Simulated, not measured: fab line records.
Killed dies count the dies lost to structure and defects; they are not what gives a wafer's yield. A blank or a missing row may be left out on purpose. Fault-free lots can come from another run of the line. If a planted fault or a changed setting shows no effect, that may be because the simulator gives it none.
A struck lot beside a sound one    flow n5 finfet    36 steps out of a route of 1938
Sound: these wafers, L974.1, L974.5, L974.6. Struck: wafer L984.4 (left out: L984.3, a lot-mate that was not struck); the cause follows at the end.
For every step that has rows: the tool of each side, followed by ch and its chambers, followed by its first start. Under that, the readings that differ: sound wafers    struck wafers    difference of the means    sigmas: that difference in standard deviations of wafers without a fault.
alike: same words and numbers on both sides, and readings whose means sit less than 2 such deviations apart. not compared: any withheld reading, any reading some wafer has no value for, any bound like >300 that may hide the same value, and any number with overlapping values for which the record gives no deviation.
The two part at a step that has a row with sigmas, a row that says differs or no value, or rows on one side only. Numbers that don't overlap but have no deviation are shown without sigmas and don't part them. A reading that every wafer of one side lacks parts them only if that side has two wafers or more.

first, 9 steps without rows for these wafers: N5_BEOL_M7_COAT_60 (time 60 s, resist thk 35 nm); N5_BEOL_M7_COAT_05 (resist thk 90 nm); N5_BEOL_M7_EBR_07; N5_BEOL_M7_SOFTBAKE_06 (time 60 s); N5_BEOL_M7_EXPOSE_08 (exposes mask M7); N5_BEOL_M7_PEB_09 (peb time 60 s); N5_BEOL_M7_DEVELOP_10 (develop time 30 s); N5_BEOL_M7_DESCUM_16 (chemistry O2, time 7.9 s); N5_BEOL_M7_ETCH_61 (etches SiARC in CF4, target depth 45.5 nm, time 75.8 s).
N5_BEOL_M7_ETCH_62: etches SOC in N2/H2, target depth 110 nm, overetch 22 nm, time 165 s.
  sound on rie diel-03 ch 0,3, day 11 03:08; struck on rie diel-03 ch 2, day 14 09:58
reading                                     sound           struck  difference  sigmas
oes product au (a.u.)                       0.60 0.60 0.60  0.80    +0.20       +2
throttle valve pct (%)                      18.3 18.1 18.3  17.5    -0.7        -2
model.SiARC_of_BEOL_M7_COAT_60.thk nm (nm)  28.4 28 28.2    29.8    +1.6        
  alike: drypump motor current A, rf vpp V, showerhead plenum p Torr
  not compared: rf hours counter h
then, 25 steps without rows for these wafers: N5_BEOL_M7_STRIP_68 (strips in N2/H2); N5_BEOL_M7_STRIP_67 (strips in CF4); N5_BEOL_M7_HM_OPEN_17 (chemistry Cl2/BCl3, target TiN, target depth 20 nm, overetch 6 nm); N5_BEOL_M7_STRIP_19 (strips in O2); N5_BEOL_M7_COAT_63 (time 60 s, resist thk 60 nm); N5_BEOL_M7_COAT_64 (time 60 s, resist thk 12 nm); N5_BEOL_M7_COAT_71 (time 60 s, resist thk 5 nm); N5_BEOL_M7_COAT_22 (resist thk 30 nm); N5_BEOL_M7_EBR_24; N5_BEOL_M7_SOFTBAKE_23 (time 60 s); N5_BEOL_M7_EXPOSE_25 (exposes mask V6, target cd 40 nm); N5_BEOL_M7_PEB_26 (peb time 60 s); N5_BEOL_M7_DEVELOP_27 (develop time 30 s); N5_BEOL_M7_DESCUM_33 (chemistry O2, time 7 s); N5_BEOL_M7_ETCH_72 (etches underlayer in N2/H2, target depth 6.5 nm, time 5.2 s); N5_BEOL_M7_ETCH_65 (etches SiARC in CF4, target depth 15.6 nm, time 26 s); N5_BEOL_M7_ETCH_66 (etches SOC in N2/H2, target depth 80 nm, overetch 16 nm, time 120 s); N5_BEOL_M7_STRIP_69 (strips in N2/H2); N5_BEOL_M7_STRIP_73 (strips in N2/H2); N5_BEOL_M7_VIA_ETCH_34 (etches SiCOH lowk in C4F6/O2, target depth 125.5 nm, time 50.5 s); N5_BEOL_M7_STRIP_76 (strips in C4F6/O2); N5_BEOL_M7_STRIP_36 (strips in N2/H2); N5_BEOL_M7_TRENCH_ETCH_37 (etches SiCOH lowk in C4F6/O2, target depth 93.478 nm, time 31.2 s); N5_BEOL_M7_ETCH_41 (etches SiCN in CH3F/O2, target depth 31.9 nm, time 57.8 s); N5_BEOL_M7_STRIP_80 (strips in N2/H2, time 10 s).
-- a jump in the record: the struck wafers' starts before and after are 4 days apart (it breaks off in module BEOL_M7 and resumes in module PASSIVATION, where the first step shown is number 1936 of the route) --
N5_PASSIVATION_PROBE_49:
  rows exist in the record for the struck wafers here (prober-02, day 17 23:02), but not for the sound ones

WHERE THEY PART
Last at N5_PASSIVATION_PROBE_49 as far as this record goes, first at N5_BEOL_M7_ETCH_62.

WHY: what had been put in by the simulator
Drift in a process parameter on rie diel-03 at N5_BEOL_M7_ETCH_62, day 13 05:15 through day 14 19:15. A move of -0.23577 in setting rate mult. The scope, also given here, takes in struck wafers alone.
